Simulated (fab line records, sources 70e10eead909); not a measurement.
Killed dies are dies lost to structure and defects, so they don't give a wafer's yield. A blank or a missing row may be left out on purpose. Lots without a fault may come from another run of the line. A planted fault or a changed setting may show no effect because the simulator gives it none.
fab line records | flow nand_harc
record lots=5 wafers=15 last_day=24
route steps=1159 shown P_CONTACT@217 END@1159
lots that met no fault: from a run of the same line without faults
start_h: hours from the record's first day to the start of the lot's first wafer shown | wait_h: hours since the lot's step before | " the same as in the row above | L1.1+2: a row that stands for several wafers | - no value, or no start given | * or withheld: withheld | < > ~ a bound
route shown NAME@n: a module of which the file shows steps, and the number in the route of the first | usual: mean/standard deviation of fault-free wafers | same: alike in all rows | chamber/n: place in a boat | sites: the reading at each site | _std_site: their standard deviation | _edge_site: outer sites' mean less inner sites' | radius_mm: how far each site lies from the wafer's centre | mask NAME#n: copy n | behind: the tool/chamber that last shaped the wafer | hold: why the lot was held/for how many hours/how that ended | device: the transistor (n, p or np) that didn't switch | end of line: the same wafers' tests at the end of the route | a step without rows: its recipe alone | killed: dies lost to structure and defects at the first sort, not the wafer's yield | map: a wafer's dies, x killed, . not, _ none there
set.NAME: the setting as run; set.NAME@STEP: as run at that earlier step | model.NAME: the simulator's own value behind a step, which no gauge read
lots at some steps of the route; a table a step, a row a wafer
services: from which hour (start_h, from the record's first day; less than 0 if before it) a tool's chamber was out of use, for how many hours, and why
## steps
# step NHARC_P_CONTACT_DEP_30
# recipe target_thk_a=300 temp_c=400 target_thk_nm=30 flow_sccm=200 rf_w=450 material=SiNx
# usual heater_power_w=740/110 rf_fwd_power_W=448.8/1.6
# columns lot.wafer tool chamber start_h wait_h heater_power_w rf_fwd_power_W
L773.2 pecvd-01 1 135.35 0.1 748 449.1
L773.3 " 1 " " 733 450.0
L773.6 " 1 " " 752 449.3
L779.2 pecvd-01 2 183.61 0.1 704 448.0
L779.6 " 2 " " 720 447.5
L779.5 " 1 " " 702 445.3
L787.1 pecvd-03 1 223.40 0.4 666 447.5
L787.6 " 1 " " 700 450.4
L787.4 " 2 " " 609 448.6
L788.2 pecvd-03 2 230.23 0.1 708 448.7
L788.3 " 1 " " 669 449.3
L788.5 " 0 " " 853 448.0
L790.3 pecvd-04 1 245.80 0.2 968 448.4
L790.2 " 2 " " 799 449.1
L790.5 " 2 " " 812 448.9
# step NHARC_P_CONTACT_DEP_00
# recipe target_thk_a=5000 temp_c=400 pressure_torr=6.5 rf_w=900 teos_flow_sccm=161.4 flow_sccm=2650 target_thk_nm=500 gas=O2 material=SiO2
# usual heater_power_w=580/100 mfc_precursor_sccm=161.5/0.56 rf_fwd_power_W=898.4/2.7 throttle_valve_pct=16.1/0.33
# columns lot.wafer tool chamber start_h wait_h heater_power_w mfc_precursor_sccm rf_fwd_power_W throttle_valve_pct
L773.2 pecvd-01 1 135.70 0.3 576 160.9 902.1 16.2
L773.3 " 1 " " 599 161.2 899.2 16.1
L773.6 " 1 " " 615 161.0 903.1 16.1
L779.2 pecvd-01 2 - - 512 161.6 897.9 16.7
L779.6 " 2 " " 534 160.5 892.6 16.6
L779.5 " 1 " " 463 160.9 896.2 16.3
L787.1 pecvd-03 1 - - 642 161.3 897.2 16.2
L787.6 " 1 " " 661 161.5 897.8 16.3
L787.4 " 2 " " 542 160.9 899.9 16.5
L788.2 pecvd-03 2 - - 556 161.9 905.5 16.2
L788.3 " 1 " " 651 162.3 898.3 16.4
L788.5 " 0 " " 558 161.9 898.2 15.9
L790.3 pecvd-04 1 - - 816 161.8 893.1 16.0
L790.2 " 2 " " 673 162.6 896.1 16.0
L790.5 " 2 " " 694 162.5 896.7 15.8
# step NHARC_P_CONTACT_CMP_01
# recipe target_thk_nm=200 material=SiO2
# step NHARC_P_CONTACT_SRD_03
# step NHARC_P_CONTACT_DEHYDRATE_04
# recipe temp_c=150 time_s=120
# step NHARC_P_CONTACT_HMDS_05
# recipe time_s=30
# step NHARC_P_CONTACT_COAT_33
# recipe temp_c=260 time_s=75
# step NHARC_P_CONTACT_COAT_34
# recipe temp_c=225 time_s=65
# step NHARC_P_CONTACT_COAT_06
# recipe spin_rpm=1500 resist_thk_nm=90
# step NHARC_P_CONTACT_SOFTBAKE_07
# recipe temp_c=105 time_s=55
# step NHARC_P_CONTACT_EBR_08
# step NHARC_P_CONTACT_EXPOSE_09
# recipe na=1.35 target_cd_nm=90 dose_mj=81.26 mask_id=P_CA
# columns lot.wafer tool chamber start_h wait_h mask
L773.2+3+6 arfi_scanner-01 0 136.82 - P_CA#0
L779.2+5+6 arfi_scanner-03 0 185.02 - P_CA_R1#0
L787.1+4+6 arfi_scanner-03 0 224.66 - P_CA#0
L788.2+3+5 arfi_scanner-01 0 231.53 - P_CA#0
L790.2+3+5 arfi_scanner-02 0 247.21 - P_CA#0
# step NHARC_P_CONTACT_PEB_10
# recipe peb_temp_c=100 peb_time_s=65
# step NHARC_P_CONTACT_DEVELOP_11
# recipe develop_time_s=35 dev_temp_c=23
# step NHARC_P_CONTACT_CD_MEAS_12
# recipe target_cd_nm=90 landing_energy_ev=500
# usual cd_nm=90.3/0.72
# columns lot.wafer tool chamber start_h wait_h cd_nm
L773.2 cd_sem-01 0 136.95 - 91.0
L773.3 " 0 " " 90.6
L773.6 " 0 " " 90.8
L779.2 cd_sem-02 0 185.16 - 97.0
L779.5 " 0 " " 96.2
L779.6 " 0 " " 97.0
L787.1 cd_sem-02 0 224.80 - 91.0
L787.4 " 0 " " 89.9
L787.6 " 0 " " 90.2
L788.2 cd_sem-03 0 231.67 - 89.9
L788.3 " 0 " " 89.4
L788.5 " 0 " " 89.2
L790.2 cd_sem-01 0 247.35 - 89.7
L790.3 " 0 " " 89.6
L790.5 " 0 " " 90.0
# step NHARC_P_CONTACT_OVL_MEAS_13
# usual overlay_x_nm=-0.6/0.7 overlay_y_nm=0.0/0.95
# columns lot.wafer tool chamber start_h wait_h overlay_x_nm overlay_y_nm
L773.2 overlay-01 - 137.04 - 0.1 0.4
L773.3 " - " " -0.5 0.3
L773.6 " - " " 0.0 0.3
L779.2 overlay-01 - 185.25 - -0.3 -0.1
L779.5 " - " " -1.2 0.2
L779.6 " - " " -0.4 -0.1
L787.1 overlay-02 - 224.89 - 0.6 -2.5
L787.4 " - " " 0.5 -2.0
L787.6 " - " " 0.3 -2.4
L788.2 overlay-01 - 231.75 - -0.5 -0.2
L788.3 " - " " -1.3 0.0
L788.5 " - " " -1.4 0.2
L790.2 overlay-01 - 247.44 - -0.5 -1.0
L790.3 " - " " 0.0 -0.6
L790.5 " - " " -0.3 -0.4
# step NHARC_P_CONTACT_INSPECT_14
# usual raw_defect_count=3.5/2.3
# columns lot.wafer tool chamber start_h wait_h raw_defect_count
L773.2 defect_inspect-02 - 137.08 0.0 2
L773.3 " - " " 5
L773.6 " - " " 5
L779.2 defect_inspect-01 - 185.28 0.0 1
L779.5 " - " " 4
L779.6 " - " " 1
L787.1 defect_inspect-02 - 224.93 0.0 2
L787.4 " - " " 3
L787.6 " - " " 4
L788.2 defect_inspect-02 - 231.79 0.0 3
L788.3 " - " " 3
L788.5 " - " " 3
L790.2 defect_inspect-01 - 247.48 0.0 7
L790.3 " - " " 4
L790.5 " - " " 2
# step NHARC_P_CONTACT_DESCUM_17
# recipe time_s=3 o2_flow_sccm=200 ar_flow_sccm=0 bias_power_w=0 chemistry=O2
# usual drypump_motor_current_A=5.63/0.29 oes_product_au=0.995/0.013 rf_vpp_V=57.6/0.91 showerhead_plenum_p_Torr=1.88/0.08 throttle_valve_pct=11.309/0.0096
# same time_s=3
# columns lot.wafer tool chamber start_h wait_h drypump_motor_current_A oes_product_au rf_hours_counter_h rf_vpp_V showerhead_plenum_p_Torr throttle_valve_pct model.P_CONTACT.cd_nm
L773.2 rie_diel-11 1 137.14 0.1 5.49 0.990 13 58.3 1.91 11.318 91.47
L773.3 " 3 " " 5.90 0.998 12 57.4 1.87 11.319 90.84
L773.6 " 1 " " 5.49 0.987 - 58.0 1.91 11.309 90.4
L779.2 rie_diel-11 3 185.36 0.1 5.90 1.004 17 56.8 1.87 11.296 97.24
L779.5 " 1 " " 5.51 1.001 - 57.1 1.91 11.312 95.94
L779.6 " 2 " " 5.60 0.969 - 56.9 1.83 11.309 97.28
L787.1 rie_diel-09 2 225.01 0.1 5.82 1.010 13 58.1 1.79 11.312 90.48
L787.6 " 0 " " 5.36 0.993 - 57.3 1.94 11.306 90.22
L787.4 " 2 " " 5.81 1.003 - 56.7 1.79 11.300 89.23
L788.2 rie_diel-11 3 231.86 0.1 5.88 0.989 5 59.5 1.86 11.304 90.76
L788.3 " 0 " " 5.37 0.994 5 58.4 1.82 11.311 89.46
L788.5 " 3 " " 5.92 0.993 - 55.8 1.86 11.295 89.98
L790.3 rie_diel-09 3 247.56 0.1 5.52 1.006 16 57.2 1.82 11.318 89.74
L790.2 " 2 " " 5.82 0.996 16 56.4 1.79 11.317 89.7
L790.5 " 0 " " 5.40 0.996 - 57.0 1.94 11.324 90.59
# step NHARC_P_CONTACT_ETCH_35
# recipe target_depth_a=390 over_etch_frac=0.3 time_s=65 ion_energy_ev=80 cf4_flow_sccm=150 ar_flow_sccm=0 rf_w=300 bias_w=100 chemistry=CF4
# usual drypump_motor_current_A=5.63/0.29 oes_product_au=0.995/0.013 rf_fwd_power_W=297.4/1.2 rf_vpp_V=150.9/1.2 showerhead_plenum_p_Torr=1.74/0.069 throttle_valve_pct=13.283/0.0089
# same time_s=65
# columns lot.wafer tool chamber start_h wait_h drypump_motor_current_A oes_product_au rf_fwd_power_W rf_hours_counter_h rf_vpp_V showerhead_plenum_p_Torr throttle_valve_pct
L773.3 rie_diel-11 1 137.22 0.1 5.49 0.991 296.9 13 150.7 1.77 13.282
L773.2 " 3 " " 5.90 0.989 298.2 12 151.9 1.73 13.292
L773.6 " 2 " " 5.58 0.959 295.8 - 151.5 1.70 13.284
L779.2 rie_diel-11 1 185.44 0.1 5.48 1.000 297.0 18 149.8 1.76 13.283
L779.5 " 3 " " 5.92 1.001 299.1 - 151.0 1.73 13.288
L779.6 " 0 " " 5.37 0.995 298.0 - 149.0 1.69 13.291
L787.1 rie_diel-09 0 225.09 0.1 5.36 1.001 299.5 14 151.6 1.80 13.279
L787.4 " 0 " " 5.37 1.007 297.8 - 152.3 1.80 13.301
L787.6 " 3 " " 5.53 1.014 298.7 - 150.5 1.69 13.288
L788.2 rie_diel-11 3 231.96 0.1 5.90 0.997 298.5 5 151.1 1.73 13.269
L788.3 " 1 " " 5.50 0.967 295.7 5 151.9 1.76 13.275
L788.5 " 3 " " 5.91 0.996 298.8 - 150.8 1.73 13.282
L790.3 rie_diel-09 0 247.66 0.1 5.35 0.992 298.1 16 151.6 1.79 13.282
L790.2 " 1 " " 5.71 0.985 296.5 15 151.7 1.89 13.283
L790.5 " 3 " " 5.54 1.009 299.2 - 149.4 1.69 13.288
# step NHARC_P_CONTACT_ETCH_36
# recipe target_depth_a=2600 over_etch_frac=0.25 time_s=406.25 ion_energy_ev=200 n2_flow_sccm=150 h2_flow_sccm=150 ar_flow_sccm=0 rf_w=400 bias_w=150 chemistry=N2/H2
# usual drypump_motor_current_A=5.61/0.29 h2_flow_sccm=150.0/0.45 oes_product_au=0.996/0.013 rf_fwd_power_W=399.1/1.3 rf_vpp_V=429.6/2.6 showerhead_plenum_p_Torr=2.01/0.09 throttle_valve_pct=14.172/0.0093
# same time_s=406.25
# columns lot.wafer tool chamber start_h wait_h drypump_motor_current_A h2_flow_sccm oes_product_au rf_fwd_power_W rf_hours_counter_h rf_vpp_V showerhead_plenum_p_Torr throttle_valve_pct
L773.2 rie_diel-11 0 - - 5.38 149.9 0.990 400.9 13 426.3 1.94 14.176
L773.3 " 1 " " 5.49 150.5 0.992 398.8 13 430.4 2.04 14.169
L773.6 " 1 " " 5.48 150.0 0.992 398.3 - 431.6 2.04 14.166
L779.2 rie_diel-11 3 - - 5.90 150.6 1.007 396.2 17 429.9 1.99 14.184
L779.5 " 0 " " 5.36 150.4 0.999 399.0 - 428.0 1.94 14.168
L779.6 " 1 " " 5.51 149.8 0.994 399.9 - 431.4 2.03 14.162
L787.1 rie_diel-09 3 - - 5.53 148.5 1.011 395.8 13 428.2 1.94 14.173
L787.6 " 0 " " 5.40 149.7 0.993 397.3 - 431.4 2.07 14.166
L787.4 " 2 " " 5.81 150.3 1.005 397.3 - 426.6 1.91 14.170
L788.3 rie_diel-11 1 - - 5.48 150.7 0.974 401.9 5 430.6 2.03 14.173
L788.2 " 2 " " 5.58 149.6 0.961 400.4 5 427.3 1.95 14.183
L788.5 " 0 " " 5.36 149.9 0.995 398.2 - 426.3 1.93 14.186
L790.3 rie_diel-09 2 - - 5.81 150.2 0.990 401.2 16 427.4 1.91 14.178
L790.2 " 0 " " 5.34 149.8 0.987 401.5 16 430.2 2.07 14.171
L790.5 " 1 " " 5.71 150.1 0.998 399.8 - 435.3 2.19 14.181
# step NHARC_P_CONTACT_ETCH_18
# recipe target_depth_a=4810 time_s=240.5 c4f8_flow_sccm=20 o2_flow_sccm=10 ar_flow_sccm=withheld rf_w=600 bias_w=1500 chemistry=C4F8/O2/Ar
# usual oes_product_au=0.953/0.02 rf_fwd_power_W=598.3/2 rf_vpp_V=976/5.6
# same time_s=240.5
# columns lot.wafer tool chamber start_h wait_h oes_product_au rf_fwd_power_W rf_hours_counter_h rf_vpp_V
L773.3 rie_diel-11 0 - - 0.974 598.7 13 971
L773.2 " 1 " " 0.945 596.7 14 978
L773.6 " 0 " " 0.972 598.3 - 972
L779.2 rie_diel-11 2 - - 0.939 598.3 14 974
L779.5 " 3 " " 0.960 596.3 - 974
L779.6 " 0 " " 0.972 602.6 - 973
L787.1 rie_diel-09 2 - - 0.968 596.8 14 969
L787.6 " 3 " " 0.966 599.9 - 971
L787.4 " 0 " " 0.953 602.1 - 980
L788.2 rie_diel-11 2 - - 0.924 596.4 5 972
L788.3 " 3 " " 0.952 597.9 5 973
L788.5 " 1 " " 0.923 595.1 - 978
L790.3 rie_diel-09 1 - - 0.969 596.8 15 987
L790.2 " 2 " " 0.978 601.2 16 969
L790.5 " 1 " " 0.981 597.8 - 986
# step NHARC_P_CONTACT_STRIP_37
# recipe c4f8_flow_sccm=withheld o2_flow_sccm=8 ar_flow_sccm=withheld bias_w=0 chemistry=C4F8/O2/Ar
# step NHARC_P_CONTACT_ETCH_31
# recipe target_depth_a=300 time_s=85.7 ion_energy_ev=120 over_etch_frac=1 ch3f_flow_sccm=50 o2_flow_sccm=30 ar_flow_sccm=200 rf_w=500 bias_w=100 chemistry=CH3F/O2
# usual drypump_motor_current_A=5.62/0.29 oes_product_au=0.975/0.016 rf_fwd_power_W=496.6/1.7 rf_vpp_V=243.8/1.6 showerhead_plenum_p_Torr=2.42/0.099 throttle_valve_pct=20.662/0.0092
# same time_s=85.7
# columns lot.wafer tool chamber start_h wait_h drypump_motor_current_A oes_product_au rf_fwd_power_W rf_hours_counter_h rf_vpp_V showerhead_plenum_p_Torr throttle_valve_pct model.P_CONTACT.cd_nm
L773.3 rie_diel-11 0 - - 5.36 0.987 496.2 13 241.6 2.34 20.665 87.54
L773.2 " 2 " " 5.57 0.936 495.1 10 243.4 2.36 20.671 93.73
L773.6 " 3 " " 5.90 0.972 500.2 - 243.9 2.40 20.665 88.12
L779.2 rie_diel-11 3 - - 5.90 0.981 498.7 17 243.4 2.40 20.661 97.79
L779.6 " 2 " " 5.58 0.953 495.3 - 242.5 2.36 20.672 94.75
L779.5 " 3 " " 5.91 0.992 496.8 - 243.3 2.40 20.654 97.88
L787.1 rie_diel-09 0 - - 5.42 0.983 496.8 14 245.4 2.50 20.657 90.3
L787.4 " 1 " " 5.73 1.000 495.5 13 247.2 2.63 20.666 91.44
L787.6 " 3 " " 5.54 0.996 499.1 - 242.3 2.35 20.666 90.06
L788.2 rie_diel-11 1 - - 5.49 0.971 495.5 6 244.4 2.45 20.679 92.05
L788.3 " 0 " " 5.40 0.992 497.7 6 240.5 2.34 20.649 88.39
L788.5 " 1 " " 5.49 0.976 494.4 - 243.9 2.45 20.672 91.14
L790.2 rie_diel-09 1 - - 5.70 1.000 495.4 15 246.0 2.63 20.665 90.14
L790.3 " 3 " " 5.53 0.989 496.0 16 242.1 2.34 20.662 90.79
L790.5 " 2 " " 5.84 0.996 494.8 - 243.1 2.31 20.675 89.38
# step NHARC_P_CONTACT_CD_MEAS_19
# usual cd_nm=90.5/1.8
# columns lot.wafer tool chamber start_h wait_h cd_nm
L773.2 cd_sem-01 - 138.01 - 93.9
L773.3 " - " " 87.2
L773.6 " - " " 88.0
L779.2 cd_sem-02 - 186.22 - 97.7
L779.5 " - " " 97.8
L779.6 " - " " 94.8
L787.1 cd_sem-03 - 226.08 - 90.4
L787.4 " - " " 91.3
L787.6 " - " " 90.1
L788.2 cd_sem-01 - 232.84 - 92.0
L788.3 " - " " 88.3
L788.5 " - " " 90.4
L790.2 cd_sem-01 - 248.56 - 90.1
L790.3 " - " " 91.0
L790.5 " - " " 89.5
# step NHARC_END_SORT_01
# recipe temp_c=25
# usual killed_at_array=28/11 killed_at_other=0.6/0.85 killed_at_periphery=2.8/2.3 killed_dies=31/11 killed_open=3.1/1.6 killed_short=2.0/1.4
# same gross_dies=677
# columns lot.wafer tool chamber start_h wait_h killed_at_array killed_at_other killed_at_periphery killed_dies killed_open killed_short
L773.2 prober-01 0 452.31 2.8 28 1 0 29 3 3
L773.3 prober-01 0 453.11 3.1 24 2 2 28 1 1
L773.6 prober-01 0 455.50 4.0 20 0 4 24 3 3
# killed by level:class
L773.2 A_SLIT:chamber_film_flake=10 A_BONDPAD:chamber_film_flake=4 A_WL_FILL:chamber_film_flake=3 A_WL_FILL:geometric_particle:short=2 A_CHANNEL_HOLE_D1:chamber_film_flake=2 A_STAIRCASE:chamber_film_flake=2 A_CHANNEL_FILL_D1:geometric_particle:open=1 A_CHANNEL_FILL_D1:geometric_particle:short=1
L773.3 A_SLIT:chamber_film_flake=12 A_CHANNEL_HOLE_D1:chamber_film_flake=3 A_CONTACT:chamber_film_flake=2 A_BONDPAD:chamber_film_flake=2 THIN_TSV:chamber_film_flake=2 A_CHANNEL_HOLE_D1:geometric_particle:short=1 A_BLC:geometric_particle:open=1 P_ZERO_WELL:chamber_film_flake=1
L773.6 A_SLIT:chamber_film_flake=9 A_BONDPAD:chamber_film_flake=3 A_WL_FILL:geometric_particle:short=2 P_GATE:geometric_particle:open=1 P_CONTACT:geometric_particle:short=1 A_ONON_D1:geometric_particle:open=1 A_WL_FILL:geometric_particle:open=1 P_ZERO_WELL:chamber_film_flake=1
## services
# columns tool chamber start_h hours kind
pecvd-03 - 111.49 13.0 pm
rie_diel-11 0 119.98 - clean
rie_diel-11 1 119.98 - clean
rie_diel-11 2 119.98 - clean
rie_diel-11 3 119.98 - clean
arfi_scanner-02 - 127.09 0.7 repair
arfi_scanner-03 - 142.09 4.0 pm
rie_diel-11 0 144.48 - clean
rie_diel-11 1 144.48 - clean
rie_diel-11 2 144.48 - clean
rie_diel-11 3 144.48 - clean
arfi_scanner-03 - 168.27 1.1 repair
rie_diel-11 0 168.98 - clean
arfi_scanner-01 - 171.48 1.6 repair
arfi_scanner-01 - 173.90 0.5 repair
rie_diel-09 - 182.37 1.0 repair
rie_diel-11 - 189.98 9.0 pm
pecvd-04 - 195.00 13.0 pm
arfi_scanner-01 - 196.00 4.0 pm
arfi_scanner-03 - 201.06 2.1 repair
rie_diel-09 1 220.03 5.9 repair
pecvd-04 - 222.64 4.0 repair
arfi_scanner-02 - 232.78 0.7 repair
pecvd-01 - 237.10 13.0 pm
## key
first_sign step=NHARC_P_CONTACT_EXPOSE_09 reading=mask direction=changed
effect step=NHARC_P_CONTACT_CD_MEAS_12 reading=cd_nm direction=up sigmas=8.9 usual=90.3 struck=96.8
effect step=NHARC_P_CONTACT_CD_MEAS_19 reading=cd_nm direction=up sigmas=3.5 usual=90.5 struck=96.7
model_effect step=NHARC_P_CONTACT_DESCUM_17 value=P_CONTACT.cd_nm without=90.91 struck=96.82
model_effect step=NHARC_P_CONTACT_ETCH_31 value=P_CONTACT.cd_nm without=90.9 struck=96.81
met_at NHARC_P_CONTACT_EXPOSE_09
struck_wafers L779.2,L779.5,L779.6
tester_left_out L779
fault kind=wrong_mask tool=any chamber=- onset_h=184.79 steps=NHARC_P_CONTACT_EXPOSE_09 aux_copy=P_CA_R1#0 cd_offset_nm=5.9108 scope=struck_lots_only
# tester_left_out: of these lots the tester's yield and bins aren't shown, on N5 and GAA mostly nor the transistor test; their killed dies are dies lost to structure and defects alone, not to doping, threshold or leakage, so they don't give the yield
